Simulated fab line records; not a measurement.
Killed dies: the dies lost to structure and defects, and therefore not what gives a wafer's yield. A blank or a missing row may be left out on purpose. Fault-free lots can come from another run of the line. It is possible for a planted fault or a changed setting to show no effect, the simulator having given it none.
fab line records	flow n5Finfet
[record] lots = 4	wafers = 12	lastDay = 17
route steps=1938 shown FIN_SAQP@90 BEOL_M4@1111
lots that met no fault: taken from a fault-free run of the same line
startH: hours from the record's opening day to when the first of the lot's shown wafers began	waitH: hours from the lot's prior step to this one	" as in the row above	L1.1+2: a single row standing in for several wafers	- value missing, or start not given	* or withheld: withheld	< > ~ a bound
route shown NAME@n: NAME is a module with steps in the file, n the number in the route of the first one	usual: mean/standard deviation taken from wafers without a fault	same: alike in all rows	chamber/n: place in a boat	sites: per-site readings	_std_site: their standard deviation	_edge_site: mean of outer sites minus mean of inner sites	radiusMm: how far each site lies from the wafer's centre	mask NAME#n: copy n	behind: tool/chamber where the wafer was last shaped	hold: why the lot went on hold/how many hours it stayed there/how the hold came to an end	device: the transistor (n, p or np) that didn't switch	end of line: the tests these same wafers got at the end of their route	a step with no rows: only its recipe	killed: dies lost to structure and defects at the first sort, not the wafer's yield	map: the dies of a wafer, with x for killed, . for not killed, _ for no die there
set.NAME: the setting that was run; set.NAME@STEP: the one run at that earlier step	model.NAME: the simulator's own value behind a step, which no gauge read
lots seen at some steps along the route; tables by step, rows by wafer
services: the hour from which a tool's chamber was out of use, counted from the record's first day as startH (under 0 if before that day), plus the number of hours and why
[[steps]]
[step N5_FIN_SAQP_PRECLEAN_42]
[recipe] chemistry = O3/DIW	timeS = 60	tempC = 22	o3Ppm = 10
[step N5_FIN_SAQP_PRECLEAN_00]
[recipe] chemistry = SC1	timeS = 60	tempC = 55	mix = 1:2:50
[step N5_FIN_SAQP_PRECLEAN_44]
[recipe] chemistry = SC2	timeS = 45	tempC = 35	mix = 1:1:50
[step N5_FIN_SAQP_SRD_01]
[recipe] dry = ipaMarangoni	timeS = 30	tempC = 23	rinseLiquid = diw
[step N5_FIN_SAQP_ALD_61]
[recipe] material = SiO2	targetThkA = 40	tempC = 300	aldPrecursorFamily = BDEAS	aldCoReactant = O2-plasma	pulseTimeS = 1	purgeTimeS = 2	coReactantPurgeTimeS = 2	aldCycles = 43	pressureTorr = 2
[step N5_FIN_SAQP_DENSIFY_62]
[recipe] tempC = 700	timeS = 60	ambient = N2	idleTempC = 600	rampUpCPerS = 150	rampDownCPerS = 60	coolToC = 600
[step N5_FIN_SAQP_HM_DEP_03]
[recipe] material = SiNx	targetThkA = 380	tempC = 400	precursor = SiH4/NH3/N2	pressureTorr = 1.5	rfW = 300	timeS = 33.6
[step N5_FIN_SAQP_PECVD_47]
[recipe] material = a-Si	targetThkA = 450	tempC = 400	precursor = SiH4/He	pressureTorr = 3	rfW = 100	timeS = 36.3
[step N5_FIN_SAQP_PECVD_48]
[recipe] material = SiNx	targetThkA = 250	tempC = 400	precursor = SiH4/NH3/N2	pressureTorr = 1.5	rfW = 300	timeS = 22.1
[step N5_FIN_SAQP_PECVD_06]
[recipe] material = a-Si	targetThkA = 600	tempC = 400	precursor = SiH4/He	pressureTorr = 3	rfW = 100	timeS = 48.1
[usual] heaterPowerW = 819/100	showerheadPlenumPTorr = 5.68/0.051	throttleValvePct = 17.7/1.1
lot.wafer	tool	chamber	startH	waitH	heaterPowerW	showerheadPlenumPTorr	throttleValvePct	model.a-Si_of_FIN_SAQP_PECVD_06.thkNm
L457.1	pecvd-01	1	33.72	0.0	970	5.65	19.0	59.54
L457.2	"	2	"	"	851	5.68	16.7	58.7
L457.4	"	0	"	"	852	5.69	17.7	61.17
L468.2	pecvd-01	0	99.59	0.0	794	5.70	17.9	35.23
L468.3	"	2	"	"	854	5.68	16.8	34.6
L468.6	"	2	"	"	832	5.67	16.5	34.95
L469.2	pecvd-01	2	106.85	0.0	825	5.68	16.7	34.03
L469.4	"	0	"	"	822	5.69	18.1	35.48
L469.5	"	2	"	"	824	5.67	16.8	35
L470.1	pecvd-04	0	113.28	0.0	761	5.75	17.3	60.5
L470.2	"	2	"	"	921	5.71	16.7	61.62
L470.5	"	2	"	"	755	5.70	17.0	61.11
[step N5_FIN_SAQP_THK_MEAS_07]
[usual] thkNm = 60.0/0.78
lot.wafer	tool	chamber	startH	waitH	thkNm
L457.1	filmMetro-02	-	33.81	0.1	59.6
L457.2	"	-	"	"	58.7
L457.4	"	-	"	"	61.2
L468.2	filmMetro-01	-	99.68	0.1	35.3
L468.3	"	-	"	"	34.6
L468.6	"	-	"	"	35.0
L469.2	filmMetro-02	-	106.94	0.1	34.0
L469.4	"	-	"	"	35.5
L469.5	"	-	"	"	35.0
L470.1	filmMetro-01	-	113.37	0.1	60.5
L470.2	"	-	"	"	61.6
L470.5	"	-	"	"	61.1
[step N5_FIN_SAQP_HM_DEP_72]
[recipe] material = SiO2	targetThkA = 120	tempC = 400	precursor = SiH4/N2O	pressureTorr = 0.75	rfW = 275	timeS = 7.2
[step N5_FIN_SAQP_COAT_49]
[recipe] resist = SOC	tempC = 250	timeS = 60	spinRpm = 1500	resistThkNm = 100
[step N5_FIN_SAQP_COAT_50]
[recipe] resist = SiARC	tempC = 220	timeS = 60	spinRpm = 1500	resistThkNm = 35
[step N5_FIN_SAQP_COAT_10]
[recipe] resist = CAR-ArF	spinRpm = 1500	resistThkNm = 90
[step N5_FIN_SAQP_EBR_12]
[recipe] solvent = PGMEA	ebrWidthMm = 1.5
[step N5_FIN_SAQP_SOFTBAKE_11]
[recipe] tempC = 110	timeS = 60	resist = CAR-ArF
[step N5_FIN_SAQP_EXPOSE_13]
[recipe] maskId = FIN_CORE	na = 1.35	sourceShape = dipole	sigmaInner = 0.538	sigmaOuter = 0.738	polarization = te	targetCdNm = 35.6	doseMj = 63.25
[step N5_FIN_SAQP_PEB_14]
[recipe] pebTempC = withheld	pebTimeS = 60	resist = CAR-ArF
[step N5_FIN_SAQP_DEVELOP_15]
[recipe] developTimeS = 30	developer = TMAH	resist = CAR-ArF	devTempC = 23	rinseLiquid = diw	dry = airSpin
[step N5_FIN_SAQP_DESCUM_21]
[recipe] chemistry = O2	timeS = 7.9	sourcePowerW = 50	biasPowerW = 20	pressureMtorr = 20	rfFrequencyHz = 2.712e+07	tempC = 40	resist = CAR-ArF	o2FlowSccm = 225
[step N5_FIN_SAQP_ETCH_51]
[recipe] chemistry = CF4	target = SiARC	targetDepthA = 455	maskMaterial = CAR-ArF	timeS = 75.8	ionEnergyEv = 80	pressureMtorr = 40	sourceW = 545	biasW = 36	Ar_flow_sccm = 100	cf4FlowSccm = 100	ends = cleared
[step N5_FIN_SAQP_ETCH_52]
[recipe] chemistry = N2/H2	target = SOC	targetDepthA = 1000	overetchA = 200	maskMaterial = SiARC	tempC = 40	timeS = 150	ionEnergyEv = 200	pressureMtorr = 30	sourceW = 840	biasW = 150	n2FlowSccm = 200	h2FlowSccm = 200	ends = endPoint
[step N5_FIN_SAQP_STRIP_53]
[recipe] chemistry = N2/H2	tempC = 40	n2FlowSccm = 200	h2FlowSccm = 200	rfFrequencyHz = 6e+07
[step N5_FIN_SAQP_HM_OPEN_73]
[recipe] chemistry = CHF3/O2	target = SiO2	stopOn = a-Si	targetDepthA = 120	overEtchFrac = 1.8	maskMaterial = SOC	timeS = 16.8	pressureMtorr = 30	sourceW = 650	biasW = 170	Ar_flow_sccm = 200	CHF3_flow_sccm = 50	O2_flow_sccm = 5	ionEnergyEv = 200	ends = endPoint
[step N5_FIN_SAQP_STRIP_74]
[recipe] chemistry = CHF3/O2	resist = SiARC	rfFrequencyHz = 6e+07
[step N5_FIN_SAQP_MANDREL_ETCH_22]
[recipe] targetDepthA = 600	chemistry = HBr/Cl2	target = a-Si	stopOn = SiNx	btTimeS = 10	overEtchFrac = 0.5	timeS = 30	pressureMtorr = 10	icpW = 800	biasW = 75	HBr_flow_sccm = 150	Cl2_flow_sccm = 80	ends = endPoint
[usual] drypumpMotorCurrentA = 5.8/0.43	oesProductAu = 0.772/0.015	throttleValvePct = 35.1/0.34
lot.wafer	tool	chamber	startH	waitH	drypumpMotorCurrentA	oesProductAu	rfHoursCounterH	throttleValvePct	model.etch.depthNm
L457.1	rieSi-06	3	34.68	0.0	6.1	0.779	29	35.1	59.54
L457.2	"	2	"	"	5.0	0.769	30	35.9	58.7
L457.4	"	1	"	"	5.1	0.768	12	35.1	61.17
L468.2	rieSi-06	3	100.62	0.0	6.1	0.578	30	35.5	35.23
L468.3	"	1	"	"	5.1	0.579	13	35.5	34.57
L468.6	"	1	"	"	5.1	0.574	-	35.5	34.95
L469.2	rieSi-05	1	107.80	0.0	6.1	0.592	108	35.1	34
L469.4	"	2	"	"	5.3	0.589	46	35.1	35.48
L469.5	"	0	"	"	6.1	0.569	-	35.7	35
L470.1	rieSi-04	2	114.25	0.0	5.4	0.766	10	34.9	60.5
L470.2	"	3	"	"	5.5	0.775	87	34.6	61.62
L470.5	"	3	"	"	5.5	0.770	-	34.6	61.11
[step N5_FIN_SAQP_STRIP_55]
[recipe] chemistry = N2/H2	powerW = 500	tempC = 40	pressureMtorr = 50	rfFrequencyHz = 6e+07	overashFraction = 0.3	biasPowerW = 28	h2Frac = 0.5	n2FlowSccm = 300	h2FlowSccm = 300
[step N5_FIN_SAQP_STRIP_23]
[recipe] chemistry = SPM	timeS = 750	tempC = 130	h2so4H2o2VolRatio = 4
[step N5_FIN_SAQP_SRD_66]
[recipe] dry = ipaMarangoni	timeS = 30	tempC = 23	rinseLiquid = diw
[step N5_FIN_SAQP_RECESS_75]
[recipe] chemistry = HF/NH3	target = SiO2	targetDepthA = 144	afsCycles = 3	tempC = 30	sublimationTempC = 180	sublimationTimeS = 60
[step N5_FIN_SAQP_SPACER1_ALD_24]
[recipe] material = SiO2	targetThkA = 203	tempC = 300	aldPrecursorFamily = BDEAS	aldCoReactant = O2-plasma	pulseTimeS = 1	purgeTimeS = 2	coReactantPurgeTimeS = 2	aldCycles = 218	pressureTorr = 2
[step N5_FIN_SAQP_SPACER1_ETCHBACK_25]
[recipe] chemistry = CHF3/O2	mode = anisotropicEtchback	target = SiO2	targetDepthA = 244	timeS = 12.2	pressureMtorr = 30	sourceW = 650	biasW = 170	Ar_flow_sccm = 200	CHF3_flow_sccm = 50	O2_flow_sccm = 5	ionEnergyEv = 200
[usual] drypumpMotorCurrentA = 5.7/0.42	mfcArSccm = 200.0/0.62	oes_f_703_au = 0.81/0.074	oesProductAu = 0.81/0.076	rfVppV = 524/12	showerheadPlenumPTorr = 2.40/0.071	throttleValvePct = 18.87/0.16
[same] timeS = 12.2
lot.wafer	tool	chamber	startH	waitH	drypumpMotorCurrentA	mfcArSccm	oes_f_703_au	oesProductAu	rfHoursCounterH	rfVppV	showerheadPlenumPTorr	throttleValvePct	model.a-Si_of_FIN_SAQP_PECVD_06.thkNm
L457.1	rieDiel-01	0	36.22	0.4	6.2	200.0	0.96	0.94	7	509	2.37	18.80	58.6
L457.2	"	1	"	"	5.0	199.0	0.72	0.70	209	521	2.29	19.10	57.8
L457.4	"	2	"	"	5.6	199.5	0.80	0.83	63	535	2.45	18.79	60.2
L468.2	rieDiel-02	3	102.24	0.4	5.9	200.1	0.79	0.79	104	536	2.54	18.60	34.4
L468.3	"	2	"	"	5.7	199.4	0.93	0.95	16	503	2.38	19.02	33.6
L468.6	"	0	"	"	5.2	199.2	0.71	0.72	-	527	2.42	19.01	34
L469.2	rieDiel-01	0	109.85	0.4	6.3	199.8	0.90	0.87	34	507	2.36	18.84	33
L469.4	"	2	"	"	5.6	199.5	0.77	0.80	-	533	2.43	18.82	34.6
L469.5	"	3	"	"	6.2	199.7	0.78	0.80	-	536	2.35	18.80	34
L470.1	rieDiel-02	0	116.31	0.4	5.2	199.2	0.71	0.72	174	525	2.41	19.02	59.6
L470.2	"	2	"	"	5.7	200.4	0.91	0.92	23	502	2.37	19.04	60.8
L470.5	"	1	"	"	6.1	199.6	0.77	0.77	-	517	2.32	18.93	60.2
[step N5_FIN_SAQP_MANDREL1_REMOVE_56]
[recipe] chemistry = HBr/Cl2/O2	btTimeS = 10	target = a-Si	stopOn = SiNx	endpoint = OES-SiCl	overEtchFrac = 1	icpW = 600	biasW = 22	HBr_flow_sccm = 150	Cl2_flow_sccm = 80	O2_flow_sccm = 5	pressureMtorr = 10
[step N5_BEOL_M4_RC_MEAS_101]
[usual] DIBL_N = 36.0/2	DIBL_P = 36.2/2.2	IOFF_N = 0.16/0.034	IOFF_P = 0.21/0.04	ION_N = 675/12	ION_P = 463/7.2	SS_N = 71.6/0.6	SS_P = 73.3/0.67	VT_N = 250/3	VT_P = -251/3.4
lot.wafer	tool	chamber	startH	waitH	DIBL_N[mV/V]	DIBL_P[mV/V]	IOFF_N[nA/um]	IOFF_P[nA/um]	ION_N[uA/um]	ION_P[uA/um]	SS_N[mV/dec]	SS_P[mV/dec]	VT_N[mV]	VT_P[mV]
L457.1	prober-02	0	188.48	0.0	37.3	39.8	0.17	0.23	673	459	72.2	74.6	248	-251
L457.2	"	0	"	"	32.4	33.9	0.11	0.15	654	451	70.4	72.4	255	-255
L457.4	"	0	"	"	35.2	36.3	0.13	0.17	666	455	71.1	73.4	255	-253
L468.2	prober-01	0	249.96	0.2	36.4	38.3	0.19	0.25	688	469	72.0	73.2	247	-248
L468.3	"	0	"	"	35.9	37.2	0.17	0.23	676	468	71.1	72.7	250	-248
L468.6	"	0	"	"	35.6	37.1	0.17	0.23	680	470	71.5	73.5	247	-246
L470.1	prober-01	0	267.96	0.0	36.1	36.0	0.18	0.25	689	479	71.2	72.8	247	-245
L470.2	"	0	"	"	38.2	38.0	0.21	0.28	687	474	72.2	73.9	244	-247
L470.5	"	0	"	"	37.3	36.0	0.19	0.26	684	476	71.7	73.3	250	-246
L469.2	prober-02	0	269.01	0.2	33.2	33.3	0.11	0.18	672	471	71.9	72.3	255	-252
L469.4	"	0	"	"	33.6	34.0	0.11	0.18	659	464	70.6	72.9	254	-250
L469.5	"	0	"	"	34.7	34.8	0.13	0.19	663	464	71.6	73.6	253	-254
[[services]]
tool	chamber	startH	hours	kind
pecvd-04	2	21.12	-	clean
pecvd-04	2	21.12	-	consumableReplace:showerhead
pecvd-04	2	21.12	29.0	scheduledDown
pecvd-04	2	21.12	29.0	ventCycle
rieSi-06	0	37.17	6.6	repair
rieDiel-02	2	41.32	-	clean
rieDiel-02	2	41.32	-	consumableReplace:focusRing
rieDiel-02	2	41.32	22.0	scheduledDown
rieDiel-02	2	41.32	22.0	ventCycle
pecvd-01	-	51.57	2.8	pm
rieDiel-01	0	61.42	4.9	repair
rieDiel-02	-	63.20	0.4	repair
rieSi-06	-	70.69	2.8	pm
pecvd-04	-	80.50	2.7	repair
rieSi-04	3	86.45	2.3	repair
rieDiel-01	0	90.34	2.5	repair
pecvd-01	-	110.41	6.0	pm
[[key]]
[firstSign] step = N5_FIN_SAQP_THK_MEAS_07	reading = thkNm	direction = down	sigmas = 32	usual = *	struck = *
[effect] step = N5_FIN_SAQP_MANDREL_ETCH_22	reading = oesProductAu	direction = down	sigmas = 12	usual = 0.772	struck = 0.580
[modelEffect] step = N5_FIN_SAQP_PECVD_06	value = a-Si_of_FIN_SAQP_PECVD_06.thkNm	without = 60.37	struck = 34.88
[modelEffect] step = N5_FIN_SAQP_MANDREL_ETCH_22	value = etch.depthNm	without = 60.36	struck = 34.87
[modelEffect] step = N5_FIN_SAQP_SPACER1_ETCHBACK_25	value = a-Si_of_FIN_SAQP_PECVD_06.thkNm	without = 59.4	struck = 33.93
metAt N5_FIN_SAQP_PECVD_06
struckWafers L468.2,L468.3,L468.6,L469.2,L469.4,L469.5
onsetBetween 33.72 99.59
[fault] kind = processParameterDrift	tool = pecvd-01	chamber = -	onsetH = 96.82	steps = N5_FIN_SAQP_PECVD_06	channel = timeS	offset = *	shape = step	endH = 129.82	actsIn = *	stated = *
